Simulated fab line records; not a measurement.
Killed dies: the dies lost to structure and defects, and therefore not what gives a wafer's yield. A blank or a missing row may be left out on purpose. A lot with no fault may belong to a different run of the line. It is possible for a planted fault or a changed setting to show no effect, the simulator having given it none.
Matching of chambers + flow n5 finfet + uv cure-02 running N5_BEOL_M10_CURE_72: 3 sister chambers
The step cures SiCOH lowk, time 120 s. 6 wafers are shown with their chamber, then 10 later ones without.

== WAFERS WITH THEIR CHAMBER ==
| wafer  | chamber | wafer_temp_C_max | lamp power pct (%) |
|--------|---------|------------------|--------------------|
| L084.3 | 1       | 371.3            | 52.31              |
| L084.6 | 1       | 371.2            | 52.30              |
| L085.3 | 0       | 371.4            | 52.30              |
| L085.6 | 0       | 371.2            | 52.29              |
| L087.1 | 2       | 373.1            | 52.38              |
| L087.4 | 2       | 373.0            | 52.29              |

== WAFERS WITHOUT THEIR CHAMBER ==
| wafer  | wafer_temp_C_max | lamp power pct (%) |
|--------|------------------|--------------------|
| L087.5 | 373.6            | 52.34              |
| L092.4 | 370.6            | 52.27              |
| L092.5 | 371.1            | 52.33              |
| L092.6 | 371.1            | 52.33              |
| L091.1 | 370.8            | 52.32              |
| L091.5 | 371.1            | 52.39              |
| L091.6 | 370.9            | 52.36              |
| L097.4 | 371.2            | 52.32              |
| L097.5 | 371.5            | 52.22              |
| L097.6 | 371.0            | 52.30              |

== CHAMBER TAKEN BY EACH ==
| wafer  | from the rows above     | in truth |
|--------|-------------------------|----------|
| L087.5 | 2                       | 2        |
| L092.4 | can't be placed: 1 or 0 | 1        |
| L092.5 | can't be placed: 1 or 0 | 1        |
| L092.6 | can't be placed: 1 or 0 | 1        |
| L091.1 | can't be placed: 1 or 0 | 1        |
| L091.5 | can't be placed: 1 or 0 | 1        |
| L091.6 | can't be placed: 1 or 0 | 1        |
| L097.4 | can't be placed: 1 or 0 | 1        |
| L097.5 | can't be placed: 0 or 1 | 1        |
| L097.6 | can't be placed: 1 or 0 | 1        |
1 of 10 placed correctly. These rows do not allow placing 9 (true chamber among the candidates in 9). Number placed wrongly: 0.
How it was worked out, from the rows above alone: a wafer's distance from a chamber is the root of the sum, over the readings, of the square of ((its reading less the chamber's mean) divided by the reading's scatter). The wafer belongs to the nearest chamber; if the next one is less than 2 further off, it can't be placed. For every chamber, the mean is computed from those of its wafers that are shown. The scatter is the square root of a quotient: the sum, over the shown wafers, of each reading's squared deviation from its chamber's mean, divided by wafers minus chambers.
